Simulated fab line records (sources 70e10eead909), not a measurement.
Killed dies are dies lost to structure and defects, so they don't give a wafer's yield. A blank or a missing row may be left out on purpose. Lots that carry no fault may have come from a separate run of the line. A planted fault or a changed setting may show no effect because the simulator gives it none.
The tool behind it: which one? || flow nand harc || 14 lots with 42 wafers sampled at 4 steps, on a route of 1302 steps

WHAT THE GAUGES READ, wafer by wafer
Not one reading of a measure or inspect step in the record can be checked against a usual standard deviation.

TOOL THAT RAN EACH LOT (tool first, then ch and the chambers of the sampled wafers, then the start)
{"lot": "L183", "NHARC_P_ZERO_WELL_ETCH_62": "rie diel-07 ch 0,1,2, day 1 21:40 or earlier", "NHARC_P_ZERO_WELL_ETCH_63": "rie si-04 ch 1,2,3, day 1 21:40", "NHARC_P_ZERO_WELL_EXPOSE_49": "krf scanner-04 ch 0, day 2 01:31", "NHARC_P_STI_DESCUM_14": "rie diel-09 ch 0,1, day 2 19:28"}
{"lot": "L184", "NHARC_P_ZERO_WELL_ETCH_62": "rie diel-11 ch 0,1,3, day 2 07:40 or earlier", "NHARC_P_ZERO_WELL_ETCH_63": "rie si-04 ch 0,2, day 2 07:40", "NHARC_P_ZERO_WELL_EXPOSE_49": "krf scanner-04 ch 0, day 2 11:35", "NHARC_P_STI_DESCUM_14": "rie diel-09 ch 2,3, day 3 10:08"}
{"lot": "L185", "NHARC_P_ZERO_WELL_ETCH_62": "rie diel-07 ch 0,1, day 2 17:44 or earlier", "NHARC_P_ZERO_WELL_ETCH_63": "rie si-05 ch 0,1, day 2 17:44", "NHARC_P_ZERO_WELL_EXPOSE_49": "krf scanner-03 ch 0, day 2 21:40", "NHARC_P_STI_DESCUM_14": "rie diel-09 ch 2,3, day 3 17:04"}
{"lot": "L188", "NHARC_P_ZERO_WELL_ETCH_62": "rie diel-08 ch 0,2, day 3 23:40 or earlier", "NHARC_P_ZERO_WELL_ETCH_63": "rie si-04 ch 0,3, day 3 23:40", "NHARC_P_ZERO_WELL_EXPOSE_49": "krf scanner-02, day 4 03:36", "NHARC_P_STI_DESCUM_14": "-"}
{"lot": "L189", "NHARC_P_ZERO_WELL_ETCH_62": "rie diel-08 ch 0,1,3, day 4 09:41 or earlier", "NHARC_P_ZERO_WELL_ETCH_63": "rie si-04 ch 0,2,3, day 4 09:41", "NHARC_P_ZERO_WELL_EXPOSE_49": "krf scanner-03, day 4 13:36", "NHARC_P_STI_DESCUM_14": "-"}
{"lot": "L190", "NHARC_P_ZERO_WELL_ETCH_62": "rie diel-08 ch 0,1,2, day 4 19:33 or earlier", "NHARC_P_ZERO_WELL_ETCH_63": "rie si-02 ch 1,3, day 4 19:33", "NHARC_P_ZERO_WELL_EXPOSE_49": "krf scanner-03 ch 0, day 4 23:31", "NHARC_P_STI_DESCUM_14": "rie diel-09 ch 0,1,3, day 5 17:08"}
{"lot": "L197", "NHARC_P_ZERO_WELL_ETCH_62": "rie diel-07 ch 2,3, day 7 17:45 or earlier", "NHARC_P_ZERO_WELL_ETCH_63": "rie si-04 ch 0,1, day 7 17:45", "NHARC_P_ZERO_WELL_EXPOSE_49": "krf scanner-04 ch 0, day 7 21:49", "NHARC_P_STI_DESCUM_14": "rie diel-03 ch 0,1, day 8 15:49"}
{"lot": "L198", "NHARC_P_ZERO_WELL_ETCH_62": "rie diel-08 ch 0,2,3, day 8 03:34 or earlier", "NHARC_P_ZERO_WELL_ETCH_63": "rie si-05 ch 0,1,3, day 8 03:34", "NHARC_P_ZERO_WELL_EXPOSE_49": "krf scanner-02 ch 0, day 8 07:29", "NHARC_P_STI_DESCUM_14": "rie diel-05 ch 0,2,3, day 9 02:19"}
{"lot": "L199", "NHARC_P_ZERO_WELL_ETCH_62": "rie diel-08 ch 0,1,3, day 8 13:31 or earlier", "NHARC_P_ZERO_WELL_ETCH_63": "rie si-05 ch 1,2,3, day 8 13:31", "NHARC_P_ZERO_WELL_EXPOSE_49": "krf scanner-02 ch 0, day 8 17:27", "NHARC_P_STI_DESCUM_14": "rie diel-03 ch 0,2,3, day 9 12:26"}
{"lot": "L200", "NHARC_P_ZERO_WELL_ETCH_62": "rie diel-07 ch 1,2, day 8 23:34 or earlier", "NHARC_P_ZERO_WELL_ETCH_63": "rie si-05 ch 0,1,3, day 8 23:34", "NHARC_P_ZERO_WELL_EXPOSE_49": "krf scanner-03 ch 0, day 9 03:34", "NHARC_P_STI_DESCUM_14": "rie diel-05 ch 0,3, day 9 23:07"}
{"lot": "L201", "NHARC_P_ZERO_WELL_ETCH_62": "rie diel-11 ch 0,1,2, day 9 09:44 or earlier", "NHARC_P_ZERO_WELL_ETCH_63": "rie si-05 ch 1,2,3, day 9 09:44", "NHARC_P_ZERO_WELL_EXPOSE_49": "krf scanner-03 ch 0, day 9 13:40", "NHARC_P_STI_DESCUM_14": "rie diel-03 ch 1,2,3, day 10 07:22"}
{"lot": "L203", "NHARC_P_ZERO_WELL_ETCH_62": "rie diel-08 ch 2,3, day 10 06:28 or earlier", "NHARC_P_ZERO_WELL_ETCH_63": "rie si-02 ch 0,1,2, day 10 06:28", "NHARC_P_ZERO_WELL_EXPOSE_49": "krf scanner-04 ch 0, day 10 10:35", "NHARC_P_STI_DESCUM_14": "rie diel-05 ch 0,2,3, day 11 05:45"}
{"lot": "L204", "NHARC_P_ZERO_WELL_ETCH_62": "rie diel-07 ch 1,2,3, day 10 15:32 or earlier", "NHARC_P_ZERO_WELL_ETCH_63": "rie si-05 ch 1,2, day 10 15:32", "NHARC_P_ZERO_WELL_EXPOSE_49": "krf scanner-02 ch 0, day 10 19:35", "NHARC_P_STI_DESCUM_14": "rie diel-05 ch 1,2,3, day 11 13:01"}
{"lot": "L206", "NHARC_P_ZERO_WELL_ETCH_62": "rie diel-11 ch 0,2,3, day 11 11:34 or earlier", "NHARC_P_ZERO_WELL_ETCH_63": "rie si-05 ch 0,2,3, day 11 11:34", "NHARC_P_ZERO_WELL_EXPOSE_49": "krf scanner-02 ch 0, day 11 15:36", "NHARC_P_STI_DESCUM_14": "rie diel-03 ch 0,1,2, day 12 12:16"}
- NHARC_P_ZERO_WELL_ETCH_62: etches the open film in CHF3/Ar, target depth 13 nm, time 6.5 s.
- NHARC_P_ZERO_WELL_ETCH_63: etches the open film in HBr/Cl2, target depth 120 nm, time 40.1 s.
- NHARC_P_ZERO_WELL_EXPOSE_49: exposes mask P HVPW, target cd 2000 nm.
- NHARC_P_STI_DESCUM_14: chemistry O2, time 3 s.

AS READ BY THE TOOLS THEMSELVES (means over the sampled wafers that have a number; for cases with no such wafer, the mark the record gives instead)
NHARC_P_ZERO_WELL_ETCH_62. Usual: drypump motor current A 5.7 A, standard deviation 0.36; oes product au 0.960 a.u., standard deviation 0.016; rf fwd power W 488.5 W, standard deviation 1.8; rf vpp V 370.7 V, standard deviation 1.3; showerhead plenum p Torr 2.35 Torr, standard deviation 0.051; throttle valve pct 20.217 %, standard deviation 0.0089.
{"lot": "L183", "tool": "rie diel-07", "drypump motor current A (A)": 6.0, "oes product au (a.u.)": 0.965, "rf fwd power W (W)": 488.4, "rf vpp V (V)": 371.9, "showerhead plenum p Torr (Torr)": 2.40, "throttle valve pct (%)": 20.223, "flag": ""}
{"lot": "L184", "tool": "rie diel-11", "drypump motor current A (A)": 5.6, "oes product au (a.u.)": 0.965, "rf fwd power W (W)": 489.5, "rf vpp V (V)": 370.9, "showerhead plenum p Torr (Torr)": 2.37, "throttle valve pct (%)": 20.215, "flag": ""}
{"lot": "L185", "tool": "rie diel-07", "drypump motor current A (A)": 6.2, "oes product au (a.u.)": 0.947, "rf fwd power W (W)": 489.5, "rf vpp V (V)": 369.6, "showerhead plenum p Torr (Torr)": 2.34, "throttle valve pct (%)": 20.212, "flag": ""}
{"lot": "L188", "tool": "rie diel-08", "drypump motor current A (A)": 5.7, "oes product au (a.u.)": 0.965, "rf fwd power W (W)": 488.3, "rf vpp V (V)": 371.0, "showerhead plenum p Torr (Torr)": 2.35, "throttle valve pct (%)": 20.223, "flag": ""}
{"lot": "L189", "tool": "rie diel-08", "drypump motor current A (A)": 5.7, "oes product au (a.u.)": 0.970, "rf fwd power W (W)": 486.9, "rf vpp V (V)": 370.5, "showerhead plenum p Torr (Torr)": 2.35, "throttle valve pct (%)": 20.217, "flag": ""}
{"lot": "L190", "tool": "rie diel-08", "drypump motor current A (A)": 5.8, "oes product au (a.u.)": 0.970, "rf fwd power W (W)": 487.6, "rf vpp V (V)": 371.1, "showerhead plenum p Torr (Torr)": 2.35, "throttle valve pct (%)": 20.217, "flag": ""}
{"lot": "L197", "tool": "rie diel-07", "drypump motor current A (A)": 5.3, "oes product au (a.u.)": 0.951, "rf fwd power W (W)": 488.4, "rf vpp V (V)": 372.5, "showerhead plenum p Torr (Torr)": 2.45, "throttle valve pct (%)": 20.213, "flag": ""}
{"lot": "L198", "tool": "rie diel-08", "drypump motor current A (A)": 5.9, "oes product au (a.u.)": 0.948, "rf fwd power W (W)": 488.4, "rf vpp V (V)": 370.8, "showerhead plenum p Torr (Torr)": 2.33, "throttle valve pct (%)": 20.221, "flag": ""}
{"lot": "L199", "tool": "rie diel-08", "drypump motor current A (A)": 5.7, "oes product au (a.u.)": 0.951, "rf fwd power W (W)": 488.1, "rf vpp V (V)": 371.0, "showerhead plenum p Torr (Torr)": 2.34, "throttle valve pct (%)": 20.222, "flag": ""}
{"lot": "L200", "tool": "rie diel-07", "drypump motor current A (A)": 5.6, "oes product au (a.u.)": 0.973, "rf fwd power W (W)": 488.4, "rf vpp V (V)": 372.6, "showerhead plenum p Torr (Torr)": 2.45, "throttle valve pct (%)": 20.215, "flag": ""}
{"lot": "L201", "tool": "rie diel-11", "drypump motor current A (A)": 5.6, "oes product au (a.u.)": 0.959, "rf fwd power W (W)": 489.2, "rf vpp V (V)": 370.0, "showerhead plenum p Torr (Torr)": 2.33, "throttle valve pct (%)": 20.219, "flag": ""}
{"lot": "L203", "tool": "rie diel-08", "drypump motor current A (A)": 6.0, "oes product au (a.u.)": 0.923, "rf fwd power W (W)": 487.8, "rf vpp V (V)": 370.1, "showerhead plenum p Torr (Torr)": 2.30, "throttle valve pct (%)": 20.218, "flag": ""}
{"lot": "L204", "tool": "rie diel-07", "drypump motor current A (A)": 5.5, "oes product au (a.u.)": 0.932, "rf fwd power W (W)": 486.6, "rf vpp V (V)": 371.5, "showerhead plenum p Torr (Torr)": 2.38, "throttle valve pct (%)": 20.222, "flag": ""}
{"lot": "L206", "tool": "rie diel-11", "drypump motor current A (A)": 5.4, "oes product au (a.u.)": 0.984, "rf fwd power W (W)": 488.6, "rf vpp V (V)": 370.0, "showerhead plenum p Torr (Torr)": 2.34, "throttle valve pct (%)": 20.217, "flag": ""}

NHARC_P_ZERO_WELL_ETCH_63. Usual: drypump motor current A 5.7 A, standard deviation 0.43; he backside leak sccm 2.7 sccm, standard deviation 0.3; oes product au 1.005 a.u., standard deviation 0.0094; rf fwd power W 394.0 W, standard deviation 2; throttle valve pct 26.405 %, standard deviation 0.0086.
{"lot": "L183", "tool": "rie si-04", "drypump motor current A (A)": 5.9, "he backside leak sccm (sccm)": 2.5, "oes product au (a.u.)": 1.008, "rf fwd power W (W)": 394.9, "throttle valve pct (%)": 26.404, "flag": ""}
{"lot": "L184", "tool": "rie si-04", "drypump motor current A (A)": 5.5, "he backside leak sccm (sccm)": 2.4, "oes product au (a.u.)": 0.998, "rf fwd power W (W)": 393.7, "throttle valve pct (%)": 26.399, "flag": ""}
{"lot": "L185", "tool": "rie si-05", "drypump motor current A (A)": 5.8, "he backside leak sccm (sccm)": 2.6, "oes product au (a.u.)": 1.004, "rf fwd power W (W)": 396.2, "throttle valve pct (%)": 26.397, "flag": ""}
{"lot": "L188", "tool": "rie si-04", "drypump motor current A (A)": 6.3, "he backside leak sccm (sccm)": 2.5, "oes product au (a.u.)": 0.996, "rf fwd power W (W)": 392.9, "throttle valve pct (%)": 26.405, "flag": ""}
{"lot": "L189", "tool": "rie si-04", "drypump motor current A (A)": 5.9, "he backside leak sccm (sccm)": 2.4, "oes product au (a.u.)": 1.004, "rf fwd power W (W)": 393.8, "throttle valve pct (%)": 26.391, "flag": ""}
{"lot": "L190", "tool": "rie si-02", "drypump motor current A (A)": 5.1, "he backside leak sccm (sccm)": 2.8, "oes product au (a.u.)": 1.003, "rf fwd power W (W)": 395.2, "throttle valve pct (%)": 26.406, "flag": ""}
{"lot": "L197", "tool": "rie si-04", "drypump motor current A (A)": 6.2, "he backside leak sccm (sccm)": 2.6, "oes product au (a.u.)": 1.002, "rf fwd power W (W)": 394.3, "throttle valve pct (%)": 26.405, "flag": ""}
{"lot": "L198", "tool": "rie si-05", "drypump motor current A (A)": 5.5, "he backside leak sccm (sccm)": 2.8, "oes product au (a.u.)": 1.003, "rf fwd power W (W)": 393.5, "throttle valve pct (%)": 26.405, "flag": ""}
{"lot": "L199", "tool": "rie si-05", "drypump motor current A (A)": 5.7, "he backside leak sccm (sccm)": 2.8, "oes product au (a.u.)": 1.005, "rf fwd power W (W)": 394.8, "throttle valve pct (%)": 26.409, "flag": ""}
{"lot": "L200", "tool": "rie si-05", "drypump motor current A (A)": 5.5, "he backside leak sccm (sccm)": 2.7, "oes product au (a.u.)": 0.999, "rf fwd power W (W)": 393.8, "throttle valve pct (%)": 26.414, "flag": ""}
{"lot": "L201", "tool": "rie si-05", "drypump motor current A (A)": 5.7, "he backside leak sccm (sccm)": 2.8, "oes product au (a.u.)": 1.001, "rf fwd power W (W)": 393.2, "throttle valve pct (%)": 26.416, "flag": ""}
{"lot": "L203", "tool": "rie si-02", "drypump motor current A (A)": 5.7, "he backside leak sccm (sccm)": 2.8, "oes product au (a.u.)": 1.020, "rf fwd power W (W)": 394.0, "throttle valve pct (%)": 26.404, "flag": ""}
{"lot": "L204", "tool": "rie si-05", "drypump motor current A (A)": 5.9, "he backside leak sccm (sccm)": 2.9, "oes product au (a.u.)": 1.000, "rf fwd power W (W)": 395.0, "throttle valve pct (%)": 26.401, "flag": ""}
{"lot": "L206", "tool": "rie si-05", "drypump motor current A (A)": 5.5, "he backside leak sccm (sccm)": 2.7, "oes product au (a.u.)": 1.010, "rf fwd power W (W)": 394.0, "throttle valve pct (%)": 26.396, "flag": ""}

NHARC_P_ZERO_WELL_EXPOSE_49. Usual: exposure dose mJ cm2 22.639, standard deviation 0.023; focus offset nm 0.1 nm, standard deviation 0.57.
{"lot": "L183", "tool": "krf scanner-04", "exposure dose mJ cm2": 22.630, "focus offset nm (nm)": -0.2, "flag": ""}
{"lot": "L184", "tool": "krf scanner-04", "exposure dose mJ cm2": 22.640, "focus offset nm (nm)": 0.5, "flag": ""}
{"lot": "L185", "tool": "krf scanner-03", "exposure dose mJ cm2": 22.634, "focus offset nm (nm)": 1.0, "flag": ""}
{"lot": "L188", "tool": "krf scanner-02", "exposure dose mJ cm2": "-", "focus offset nm (nm)": "-", "flag": "OFF"}
{"lot": "L189", "tool": "krf scanner-03", "exposure dose mJ cm2": "-", "focus offset nm (nm)": "-", "flag": "OFF"}
{"lot": "L190", "tool": "krf scanner-03", "exposure dose mJ cm2": 22.628, "focus offset nm (nm)": -0.3, "flag": ""}
{"lot": "L197", "tool": "krf scanner-04", "exposure dose mJ cm2": 22.615, "focus offset nm (nm)": 0.2, "flag": ""}
{"lot": "L198", "tool": "krf scanner-02", "exposure dose mJ cm2": 22.619, "focus offset nm (nm)": 0.4, "flag": ""}
{"lot": "L199", "tool": "krf scanner-02", "exposure dose mJ cm2": 22.619, "focus offset nm (nm)": -0.3, "flag": ""}
{"lot": "L200", "tool": "krf scanner-03", "exposure dose mJ cm2": 22.617, "focus offset nm (nm)": 0.3, "flag": ""}
{"lot": "L201", "tool": "krf scanner-03", "exposure dose mJ cm2": 22.678, "focus offset nm (nm)": 0.2, "flag": ""}
{"lot": "L203", "tool": "krf scanner-04", "exposure dose mJ cm2": 22.654, "focus offset nm (nm)": -0.6, "flag": ""}
{"lot": "L204", "tool": "krf scanner-02", "exposure dose mJ cm2": 22.626, "focus offset nm (nm)": 0.4, "flag": ""}
{"lot": "L206", "tool": "krf scanner-02", "exposure dose mJ cm2": 22.615, "focus offset nm (nm)": -0.0, "flag": ""}

NHARC_P_STI_DESCUM_14. Usual: drypump motor current A 5.7 A, standard deviation 0.42; oes product au 1.000 a.u., standard deviation 0.01; rf vpp V 57.9 V, standard deviation 0.92; showerhead plenum p Torr 1.96 Torr, standard deviation 0.068; throttle valve pct 11.311 %, standard deviation 0.0085.
{"lot": "L183", "tool": "rie diel-09", "drypump motor current A (A)": 5.6, "oes product au (a.u.)": 0.998, "rf vpp V (V)": 58.1, "showerhead plenum p Torr (Torr)": 2.01, "throttle valve pct (%)": 11.311, "flag": ""}
{"lot": "L184", "tool": "rie diel-09", "drypump motor current A (A)": 5.6, "oes product au (a.u.)": 1.013, "rf vpp V (V)": 57.6, "showerhead plenum p Torr (Torr)": 2.04, "throttle valve pct (%)": 11.309, "flag": ""}
{"lot": "L185", "tool": "rie diel-09", "drypump motor current A (A)": 5.9, "oes product au (a.u.)": 1.002, "rf vpp V (V)": 58.3, "showerhead plenum p Torr (Torr)": 2.03, "throttle valve pct (%)": 11.311, "flag": ""}
{"lot": "L190", "tool": "rie diel-09", "drypump motor current A (A)": 6.0, "oes product au (a.u.)": 1.008, "rf vpp V (V)": 58.1, "showerhead plenum p Torr (Torr)": 2.02, "throttle valve pct (%)": 11.309, "flag": ""}
{"lot": "L197", "tool": "rie diel-03", "drypump motor current A (A)": 5.6, "oes product au (a.u.)": 0.994, "rf vpp V (V)": 57.4, "showerhead plenum p Torr (Torr)": 1.92, "throttle valve pct (%)": 11.306, "flag": ""}
{"lot": "L198", "tool": "rie diel-05", "drypump motor current A (A)": 5.6, "oes product au (a.u.)": 1.010, "rf vpp V (V)": 58.4, "showerhead plenum p Torr (Torr)": 1.94, "throttle valve pct (%)": 11.303, "flag": ""}
{"lot": "L199", "tool": "rie diel-03", "drypump motor current A (A)": 5.8, "oes product au (a.u.)": 1.004, "rf vpp V (V)": 57.3, "showerhead plenum p Torr (Torr)": 1.95, "throttle valve pct (%)": 11.312, "flag": ""}
{"lot": "L200", "tool": "rie diel-05", "drypump motor current A (A)": 5.9, "oes product au (a.u.)": 0.996, "rf vpp V (V)": 58.1, "showerhead plenum p Torr (Torr)": 1.91, "throttle valve pct (%)": 11.306, "flag": ""}
{"lot": "L201", "tool": "rie diel-03", "drypump motor current A (A)": 5.8, "oes product au (a.u.)": 0.987, "rf vpp V (V)": 56.8, "showerhead plenum p Torr (Torr)": 1.94, "throttle valve pct (%)": 11.316, "flag": ""}
{"lot": "L203", "tool": "rie diel-05", "drypump motor current A (A)": 5.6, "oes product au (a.u.)": 1.004, "rf vpp V (V)": 58.5, "showerhead plenum p Torr (Torr)": 1.94, "throttle valve pct (%)": 11.307, "flag": ""}
{"lot": "L204", "tool": "rie diel-05", "drypump motor current A (A)": 5.7, "oes product au (a.u.)": 0.993, "rf vpp V (V)": 57.9, "showerhead plenum p Torr (Torr)": 1.92, "throttle valve pct (%)": 11.315, "flag": ""}
{"lot": "L206", "tool": "rie diel-03", "drypump motor current A (A)": 5.7, "oes product au (a.u.)": 0.999, "rf vpp V (V)": 57.2, "showerhead plenum p Torr (Torr)": 1.94, "throttle valve pct (%)": 11.309, "flag": ""}

THE ANSWER, worked out from the rows above alone
Rule: a lot is off if the mean of its wafers that have a number lies more than 3 standard deviations from the usual mean. Also off: a lot with no number at a reading for which 4 or more lots have one. Where the step has rows for the other lots, those lots are counted as sound. Order of review: gauges by route order, followed by the tools' own readings, for which a lot's mean as printed above is used. The first step at which some lot is off is used, and at that step the reading that is off furthest; a lot without a number counts as furthest.
Off, at NHARC_P_ZERO_WELL_EXPOSE_49 on exposure dose mJ cm2: L188, L189. Without a number there: L188, L189.
If a tool, at that step or one of the process steps before it, ran each lot that is off and ran no sound lot following the first of them, it fits. With no start given for some of its lots, NHARC_P_ZERO_WELL_ETCH_62 uses the hours and lot order of NHARC_P_ZERO_WELL_ETCH_63. Not one of the candidates tried fits.

WHAT WAS PUT IN BY THE SIMULATOR
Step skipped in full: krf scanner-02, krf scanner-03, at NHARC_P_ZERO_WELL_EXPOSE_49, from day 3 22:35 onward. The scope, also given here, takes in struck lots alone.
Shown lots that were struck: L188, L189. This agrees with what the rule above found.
